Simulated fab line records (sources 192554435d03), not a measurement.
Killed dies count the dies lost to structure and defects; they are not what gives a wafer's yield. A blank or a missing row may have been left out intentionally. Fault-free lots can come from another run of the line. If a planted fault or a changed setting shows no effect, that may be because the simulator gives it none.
Split-lot study + flow n5-finfet + on a route of 1938 steps: 7 lots, 21 wafers read

## ABOUT THE SPLIT
At N5_BEOL_M9_ETCH_61 (etches SiARC in CF4, target depth 39 nm, time 65 s), the setting source-w was moved away from the recipe's 545 W on 6 of the 21 wafers read, by -10.6% to +15.7%. This setting was run at the recipe's value on the other wafers.

The split's own step is where the reading is taken.

## THE READING
rf-vpp-V, in V, at N5_BEOL_M9_ETCH_61 (etches SiARC in CF4, target depth 39 nm, time 65 s). On this fab line, fault-free wafers typically give 183.7 V with a standard deviation of 1.2 V.

| wafer  | tool, chamber at the split | source-w as run, W | against the recipe | rf-vpp-V, V | against lot-mates on the recipe |
|--------|----------------------------|--------------------|--------------------|-------------|---------------------------------|
| L080.1 | rie-diel-01, 2             | 545                | recipe             | 182.1       | -                               |
| L080.4 | rie-diel-01, 1             | 545                | recipe             | 183.7       | -                               |
| L080.6 | rie-diel-01, 2             | 545                | recipe             | 181.8       | -                               |
| L081.3 | rie-diel-06, 2             | 595.7              | +9.3%              | 176.6       | -10.0                           |
| L081.4 | rie-diel-06, 1             | 595.7              | +9.3%              | 180.2       | -6.4                            |
| L081.5 | rie-diel-06, 1             | 545                | recipe             | 186.6       | -                               |
| L085.3 | rie-diel-01, 3             | 630.6              | +15.7%             | 175.1       | -7.3                            |
| L085.4 | rie-diel-01, 2             | 630.6              | +15.7%             | 176.1       | -6.3                            |
| L085.5 | rie-diel-01, 1             | 545                | recipe             | 182.4       | -                               |
| L089.2 | rie-diel-01, 0             | 545                | recipe             | 184.3       | -                               |
| L089.4 | rie-diel-01, 3             | 545                | recipe             | 183.9       | -                               |
| L089.5 | rie-diel-01, 0             | 545                | recipe             | 185.8       | -                               |
| L092.1 | rie-diel-01, 0             | 630.3              | +15.7%             | 176.6       | -6.3                            |
| L092.4 | rie-diel-01, 1             | 545                | recipe             | 182.8       | -                               |
| L092.6 | rie-diel-01, 3             | 545                | recipe             | 183.0       | -                               |
| L095.3 | rie-diel-06, 0             | 545                | recipe             | 184.4       | -                               |
| L095.4 | rie-diel-06, 3             | 487.4              | -10.6%             | 188.7       | +5.5                            |
| L095.5 | rie-diel-06, 0             | 545                | recipe             | 182.0       | -                               |
| L094.3 | rie-diel-01, 3             | 545                | recipe             | 183.9       | -                               |
| L094.4 | rie-diel-01, 0             | 545                | recipe             | 185.4       | -                               |
| L094.5 | rie-diel-01, 1             | 545                | recipe             | 183.3       | -                               |

FIT RESULTS
A straight line over all 21 wafers: rf-vpp-V changes by -0.502 V for each +1% of source-w; r = -0.93; the points scatter about the line by 1.4 V.
The same after taking each lot's own level away (the mean of its wafers on the recipe; 21 wafers): -0.503 V for each +1%; r = -0.91; scatter 1.5 V.
On that fit, the largest move of source-w shifts the reading by 7.9 V.
The span of the lots' own levels, 182.40 to 186.60 V, comes to 3.5 times the standard deviation stated above.
So the lot-to-lot level changes the slope little: the two slopes agree.
Check: for one of the wafers moved furthest among these (+15.7%), held out of the fit, the line's prediction against its lot-mates is -8.29 V. It came out at -7.3 V against them.
Tool readings at the split's step, against how far the setting was moved: etch-rf-on-time-s r = -0.96; rf-vpp-V r = -0.93.

## OTHER SPLITS ON THESE WAFERS
These wafers also went through other splits before the reading. Each is held against what the fit with the lots' levels taken away leaves over:
| other split on the same wafers   | wafers away from the commonest value | r with rf-vpp-V (lot level and that fit taken away) |
|----------------------------------|--------------------------------------|-----------------------------------------------------|
| N5_BEOL_M8_EXPOSE_08 dose-mj     | 7                                    | -0.44                                               |
| N5_BEOL_M8_DESCUM_33 time-s      | 10                                   | +0.33                                               |
| N5_BEOL_M8_TRENCH_ETCH_37 bias-w | 4                                    | +0.29                                               |

## THE WHOLE CHAIN: every reading that the file lists as answering this split, in the file's order
| step               | what it does                                       | reading           | change (the file's fit)              | r (the file's) |
|--------------------|----------------------------------------------------|-------------------|--------------------------------------|----------------|
| N5_BEOL_M9_ETCH_61 | etches SiARC in CF4, target depth 39 nm, time 65 s | etch-rf-on-time-s | withheld for each +1% of the setting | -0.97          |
| N5_BEOL_M9_ETCH_61 | etches SiARC in CF4, target depth 39 nm, time 65 s | rf-vpp-V          | -0.493 V for each +1% of the setting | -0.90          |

## FILE'S OWN FIT
rf-vpp-V changes by -0.493 V for each +1% of source-w, r = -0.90.
